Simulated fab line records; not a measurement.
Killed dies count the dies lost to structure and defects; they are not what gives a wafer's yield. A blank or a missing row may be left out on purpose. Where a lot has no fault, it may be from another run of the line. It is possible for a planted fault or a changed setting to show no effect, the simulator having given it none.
fab line records	flow nand-harc
[record] lots = 12	wafers = 36	last-day = 33
route steps=1302 shown A_BONDPAD@1218 THIN_TSV@1261 END@1302
lots that met no fault: from a run of the same line without faults
start-h: hours from the record's first day to the start of the lot's first wafer shown	wait-h: hours since the lot's step before	" as in the row above	L1.1+2: several wafers, shown together as one row	- no value, or no start was given	* or withheld: withheld	< > ~ a bound
route shown NAME@n: a module of which the file shows steps, and the number in the route of the first	usual: average and standard deviation across the fault-free wafers	same: alike in all rows	chamber/n: place in a boat	sites: readings site by site	_std_site: standard deviation across them	_edge_site: outer sites' mean less inner sites'	radius-mm: how far each site lies from the wafer's centre	mask NAME#n: copy n	behind: the last tool/chamber to shape the wafer	hold: why the lot went on hold/how many hours it stayed there/how the hold came to an end	device: the n, p or np transistor that did not switch	end of line: the route-end tests of the same wafers	a step given without rows: its recipe and nothing more	killed: not the wafer's yield, but the dies lost to structure and defects at the first sort	map: per-die view of a wafer (x killed, . not killed, _ where there is no die)
set.NAME: the run value of the setting; set.NAME@STEP: its run value at that earlier step	model.NAME: the simulator's own value behind a step, which no gauge read
route steps across a sampled set of lots; one table per step, one row per wafer
services: the hour from which a tool's chamber was out of use, counted from the record's first day as start-h (under 0 if before that day), plus the number of hours and why
[[steps]]
[step NHARC_A_BONDPAD_DESCUM_11]
[recipe] time-s = 3	o2-flow-sccm = 200	ar-flow-sccm = 0	bias-power-w = 0	chemistry = O2
[usual] drypump-motor-current-A = 5.8/0.42	oes-product-au = 1.003/0.013	rf-vpp-V = 57.9/0.94	showerhead-plenum-p-Torr = 1.93/0.091	throttle-valve-pct = 11.312/0.0086
lot.wafer	tool	chamber	start-h	wait-h	drypump-motor-current-A	oes-product-au	rf-hours-counter-h	rf-vpp-V	showerhead-plenum-p-Torr	throttle-valve-pct
L678.1	rie-diel-12	0	537.81	-	5.5	1.009	14	57.0	2.07	11.310
L678.2	"	2	"	"	5.9	0.979	16	58.0	1.78	11.308
L678.5	"	3	"	"	5.5	1.018	-	57.9	2.00	11.302
L679.3	rie-diel-07	2	544.14	-	5.7	0.996	1	57.9	1.85	11.310
L679.1	"	0	"	"	6.3	1.009	1	57.7	1.89	11.318
L679.5	"	3	"	"	6.4	1.004	-	55.9	2.03	11.311
L681.4	rie-diel-07	1	551.23	-	5.2	1.005	1	58.9	1.95	11.314
L681.2	"	2	"	"	5.7	1.000	1	58.8	1.85	11.323
L681.1	"	3	"	"	6.4	1.023	1	57.8	2.03	11.304
L685.2	rie-diel-07	1	609.02	-	5.2	1.001	3	57.4	1.95	11.303
L685.5	"	1	"	"	5.2	0.991	-	58.1	1.95	11.303
L685.6	"	2	"	"	5.7	0.992	-	57.8	1.85	11.299
L686.1	rie-diel-07	2	630.92	-	5.7	0.997	4	59.2	1.85	11.309
L686.5	"	2	"	"	5.7	0.999	-	57.7	1.85	11.303
L686.6	"	3	"	"	6.4	1.006	-	59.0	2.03	11.321
L691.3	rie-diel-10	3	667.66	-	6.1	0.995	25	57.4	1.88	11.311
L691.1	"	2	"	"	5.5	1.000	24	59.2	2.07	11.305
L691.6	"	0	"	"	6.1	0.970	-	57.9	2.07	11.329
L694.1	rie-diel-12	3	681.03	-	5.4	1.025	6	59.1	2.00	11.310
L694.5	"	1	"	"	6.0	0.980	-	58.1	2.07	11.313
L694.6	"	2	"	"	5.9	0.995	-	58.0	1.77	11.315
L696.2	rie-diel-07	1	723.40	-	5.2	1.012	1	58.4	1.95	11.316
L696.3	"	2	"	"	5.7	0.993	1	56.6	1.85	11.308
L696.6	"	1	"	"	5.2	1.011	-	59.0	1.95	11.313
L695.4	rie-diel-07	1	725.58	-	5.3	1.006	1	58.3	1.95	11.316
L695.1	"	2	"	"	5.7	0.987	1	55.9	1.85	11.323
L695.3	"	0	"	"	6.3	1.008	2	58.0	1.89	11.316
L697.4	rie-diel-07	1	732.07	-	5.2	1.001	2	57.3	1.95	11.299
L697.3	"	2	"	"	5.7	0.986	2	57.9	1.85	11.299
L697.6	"	1	"	"	5.2	1.001	-	58.6	1.95	11.299
L698.3	rie-diel-10	2	740.42	-	5.6	1.010	51	58.4	2.06	11.318
L698.2	"	3	"	"	6.1	0.998	51	57.0	1.87	11.324
L698.6	"	0	"	"	6.1	0.985	-	57.4	2.06	11.314
L700.3	rie-diel-07	0	758.65	-	6.3	0.994	3	56.6	1.88	11.303
L700.1	"	2	"	"	5.7	0.991	2	57.1	1.85	11.306
L700.6	"	1	"	"	5.2	1.002	-	57.8	1.95	11.329
[step NHARC_A_BONDPAD_PRE_CLEAN_26]
[recipe] time-s = 30	temp-c = 280	gas = H2/He
[usual] heater-power-w = 413/28
lot.wafer	tool	chamber	start-h	wait-h	heater-power-w
L678.2	pvd-sputter-03	-	538.85	-	441
L678.1	"	-	"	"	437
L678.5	"	-	"	"	453
L679.3	pvd-sputter-02	-	545.13	-	437
L679.1	"	-	"	"	397
L679.5	"	-	"	"	382
L681.1	pvd-sputter-03	-	552.22	-	420
L681.4	"	-	"	"	451
L681.2	"	-	"	"	388
L685.2	pvd-sputter-03	-	610.03	-	430
L685.6	"	-	"	"	442
L685.5	"	-	"	"	392
L686.1	pvd-sputter-03	-	631.93	-	452
L686.5	"	-	"	"	448
L686.6	"	-	"	"	431
L691.3	pvd-sputter-02	-	668.66	-	384
L691.1	"	-	"	"	402
L691.6	"	-	"	"	377
L694.1	pvd-sputter-03	-	682.01	-	426
L694.5	"	-	"	"	448
L694.6	"	-	"	"	385
L696.2	pvd-sputter-01	-	724.39	-	351
L696.3	"	-	"	"	400
L696.6	"	-	"	"	348
L695.3	pvd-sputter-01	-	726.57	-	402
L695.4	"	-	"	"	397
L695.1	"	-	"	"	358
L697.3	pvd-sputter-01	-	733.22	-	419
L697.4	"	-	"	"	346
L697.6	"	-	"	"	392
L698.3	pvd-sputter-03	-	741.45	-	448
L698.2	"	-	"	"	420
L698.6	"	-	"	"	468
L700.3	pvd-sputter-02	-	759.64	-	429
L700.1	"	-	"	"	376
L700.6	"	-	"	"	424
[step NHARC_THIN_TSV_DESCUM_14]
[recipe] time-s = 3	o2-flow-sccm = 200	ar-flow-sccm = 0	bias-power-w = 0	chemistry = O2
[usual] drypump-motor-current-A = 5.5/0.41	oes-product-au = 1.001/0.014	rf-vpp-V = 57.6/0.88	showerhead-plenum-p-Torr = 1.89/0.072	throttle-valve-pct = 11.312/0.0094
lot.wafer	tool	chamber	start-h	wait-h	drypump-motor-current-A	oes-product-au	rf-hours-counter-h	rf-vpp-V	showerhead-plenum-p-Torr	throttle-valve-pct
L678.1	rie-diel-03	2	553.12	-	5.0	0.986	5.7	58.1	1.84	11.306
L678.2	"	3	"	"	5.3	1.011	5.5	58.8	1.90	11.301
L678.5	"	1	"	"	5.4	0.999	-	57.7	1.90	11.318
L679.3	rie-diel-09	2	559.09	-	5.9	0.981	2.2	56.0	1.80	11.307
L679.1	"	3	"	"	6.1	1.006	2.6	60.2	2.02	11.311
L679.5	"	1	"	"	6.0	1.007	-	58.1	1.94	11.292
L681.1	rie-diel-03	3	566.09	-	5.3	1.004	6.3	57.3	1.90	11.298
L681.2	"	0	"	"	5.4	1.030	6.8	57.1	1.81	11.313
L681.4	"	0	"	"	5.4	1.035	-	57.1	1.81	11.323
L685.2	rie-diel-09	2	623.90	-	6.0	0.980	6.8	57.9	1.79	11.313
L685.5	"	1	"	"	6.1	1.000	-	57.9	1.94	11.308
L685.6	"	2	"	"	6.0	0.965	-	57.1	1.79	11.315
L686.1	rie-diel-03	0	645.99	-	5.4	1.015	0	58.0	1.81	11.314
L686.6	"	1	"	"	5.4	1.014	-	57.8	1.90	11.306
L686.5	"	2	"	"	5.0	0.992	-	58.3	1.84	11.307
L691.3	rie-diel-03	1	684.27	-	5.4	1.011	2.3	57.8	1.90	11.310
L691.1	"	2	"	"	5.0	1.012	2.1	59.4	1.84	11.316
L691.6	"	0	"	"	5.4	1.019	-	57.6	1.81	11.301
L694.1	rie-diel-03	2	700.00	-	5.0	1.006	3.4	57.2	1.84	11.300
L694.6	"	0	"	"	5.4	1.014	-	57.0	1.81	11.320
L694.5	"	1	"	"	5.4	1.010	-	57.7	1.90	11.313
L696.2	rie-diel-09	1	746.75	-	6.1	1.007	1.7	56.6	1.94	11.315
L696.3	"	2	"	"	6.0	1.003	-	57.0	1.79	11.298
L696.6	"	2	"	"	6.0	1.008	-	55.9	1.79	11.298
L695.3	rie-diel-01	0	747.92	-	4.9	0.995	0.1	58.2	1.88	11.317
L695.4	"	1	"	"	5.7	1.005	0.1	58.4	1.82	11.314
L695.1	"	3	"	"	4.8	1.005	0.2	58.6	2.01	11.312
L697.4	rie-diel-03	0	749.14	-	5.4	1.017	6.0	57.1	1.81	11.319
L697.3	"	1	"	"	5.4	0.989	6.5	58.4	1.90	11.316
L697.6	"	0	"	"	5.4	1.026	-	59.2	1.81	11.316
L698.2	rie-diel-09	1	755.92	-	6.1	0.991	3.0	57.3	1.94	11.318
L698.3	"	2	"	"	6.0	0.991	-	56.9	1.79	11.300
L698.6	"	2	"	"	6.0	0.990	-	56.3	1.79	11.296
L700.3	rie-diel-01	1	774.71	-	5.7	1.007	1.6	58.3	1.82	11.328
L700.1	"	0	"	"	4.9	0.988	1.5	56.5	1.88	11.300
L700.6	"	1	"	"	5.7	0.999	-	57.6	1.82	11.306
[step NHARC_END_SORT_01]
[recipe] temp-c = 25
[usual] defect-limited-yield = 91.5/2.5	killed-at-array = 52/17	killed-at-other = 1.2/1.4	killed-at-periphery = 4.7/2.9	killed-dies = 58/17	killed-open = 3.2/1.9	killed-short = 2.4/1.4	sort_bin_2_pct = 3.0/1.1	sort_bin_3_pct = 0.6/0.37	sort_bin_4_pct = 4.8/1.4	sort-n-pass = 619/17	sort-rim-yield-pct = 90/4.9	sort-yield-pct = 91.5/2.5
[same] gross-dies = 677	sort_bin_5_pct[%] = 0	sort_bin_6_pct[%] = 0	sort_bin_7_pct[%] = 0	sort_bin_8_pct[%] = 0	sort-rim-n-gross = 106.00
lot.wafer	tool	chamber	start-h	wait-h	defect-limited-yield[%]	killed-at-array	killed-at-other	killed-at-periphery	killed-dies	killed-open	killed-short	sort_bin_2_pct[%]	sort_bin_3_pct[%]	sort_bin_4_pct[%]	sort-n-pass	sort-rim-yield-pct[%]	sort-yield-pct[%]
L685.2	prober-02	0	643.63	2.8	75.9	161	0	2	163	2	1	10.3	4.4	9.3	514	82	75.9
L685.5	prober-02	0	646.03	3.7	74.0	171	0	5	176	7	3	11.4	4.3	10.3	501	75	74.0
L685.6	prober-02	0	646.83	4.0	77.5	150	0	2	152	1	2	11.2	4.3	6.9	525	86	77.5
L686.1	prober-02	0	660.71	2.5	77.3	142	5	7	154	2	0	10.5	5.2	7.1	523	87	77.3
L686.5	prober-02	0	663.92	3.7	77.4	145	3	5	153	0	3	10.5	4.1	8.0	524	80	77.4
L686.6	prober-02	0	664.72	4.0	77.0	145	6	5	156	3	0	7.8	5.3	9.9	521	92	77.0
// killed by level:class
L685.2 A_BONDPAD:unspecified=95 A_SLIT:chamber-film-flake=29 A_CHANNEL_HOLE_D2:chamber-film-flake=15 A_CHANNEL_HOLE_D1:chamber-film-flake=14 A_DECK1_JOINT:chamber-film-flake=2 A_WL_FILL:chamber-film-flake=2 P_CONTACT:geometric-particle:open=1 A_DECK1_JOINT:geometric-particle:open=1
L685.5 A_BONDPAD:unspecified=92 A_CHANNEL_HOLE_D2:chamber-film-flake=22 A_CHANNEL_HOLE_D1:chamber-film-flake=22 A_SLIT:chamber-film-flake=21 A_CONTACT:chamber-film-flake=3 P_M0:geometric-particle:open=2 A_M0:geometric-particle:short=2 A_M0:geometric-particle:open=2
L685.6 A_BONDPAD:unspecified=92 A_SLIT:chamber-film-flake=27 A_CHANNEL_HOLE_D2:chamber-film-flake=13 A_CHANNEL_HOLE_D1:chamber-film-flake=12 P_GATE:chamber-film-flake=2 A_CONTACT:chamber-film-flake=2 A_ONON_D2:geometric-particle:short=1 A_CHANNEL_FILL_D2:geometric-particle:open=1
L686.1 A_BONDPAD:unspecified=86 A_SLIT:chamber-film-flake=22 A_CHANNEL_HOLE_D1:chamber-film-flake=18 A_CHANNEL_HOLE_D2:chamber-film-flake=6 THIN_TSV:chamber-film-flake=5 A_ZERO_WELL:chamber-film-flake=3 A_CONTACT:chamber-film-flake=3 P_M2:chamber-film-flake=2
L686.5 A_BONDPAD:unspecified=79 A_CHANNEL_HOLE_D1:chamber-film-flake=23 A_SLIT:chamber-film-flake=19 A_CHANNEL_HOLE_D2:chamber-film-flake=8 A_BLC:chamber-film-flake=6 P_BONDPAD:chamber-film-flake=3 A_CONTACT:chamber-film-flake=3 THIN_TSV:chamber-film-flake=3
L686.6 A_BONDPAD:unspecified=90 A_SLIT:chamber-film-flake=19 A_CHANNEL_HOLE_D1:chamber-film-flake=17 A_CONTACT:chamber-film-flake=10 THIN_TSV:chamber-film-flake=6 P_BONDPAD:chamber-film-flake=3 A_DECK1_JOINT:chamber-film-flake=2 A_CHANNEL_HOLE_D2:chamber-film-flake=2
[[services]]
tool	chamber	start-h	hours	kind
rie-diel-01	3	522.29	6.8	repair
pvd-sputter-03	-	524.13	2.9	repair
pvd-sputter-03	-	527.05	10.0	pm
pvd-sputter-02	-	538.09	5.6	repair
rie-diel-10	2	543.91	4.8	repair
rie-diel-07	0	555.03	3.6	repair
rie-diel-01	-	557.80	9.0	pm
pvd-sputter-01	-	559.20	3.8	repair
rie-diel-03	1	565.57	12.8	repair
pvd-sputter-01	-	590.41	10.0	pm
rie-diel-07	-	594.58	2.3	repair
rie-diel-10	-	598.86	9.0	pm
pvd-sputter-01	-	619.70	1.6	repair
rie-diel-03	-	635.71	9.0	pm
rie-diel-07	-	648.20	9.0	pm
pvd-sputter-02	-	656.25	10.0	pm
rie-diel-03	-	670.81	2.5	repair
rie-diel-09	-	674.10	9.0	pm
rie-diel-03	1	689.01	3.2	repair
pvd-sputter-03	-	689.77	6.9	repair
pvd-sputter-02	-	718.56	2.4	repair
rie-diel-09	0	735.63	28.1	repair
pvd-sputter-01	-	768.41	10.0	pm
rie-diel-07	-	772.59	2.0	repair
[[key]]
[first-sign] step = NHARC_END_SORT_01	reading = killed-at-array	direction = up	sigmas = 6	usual = 52	struck = 152
[effect] step = NHARC_END_SORT_01	reading = defect-limited-yield	direction = down	sigmas = 6	usual = 91.5	struck = 76.5
[more-kills-born-at] NHARC_A_BONDPAD_PRE_CLEAN_26@pvd-sputter-03 = 534
met-at NHARC_A_BONDPAD_PRE_CLEAN_26
struck-lots L685,L686
not-acting-at NHARC_A_BONDPAD_DESCUM_11,NHARC_THIN_TSV_DESCUM_14
onset-between 552.22 610.03
[fault] kind = chamber-particle-source	tool = pvd-sputter-03	chamber = -	onset-h = 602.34	steps = NHARC_A_BONDPAD_PRE_CLEAN_26	rate-per-visit-cm2 = 1.0294	end-h = 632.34
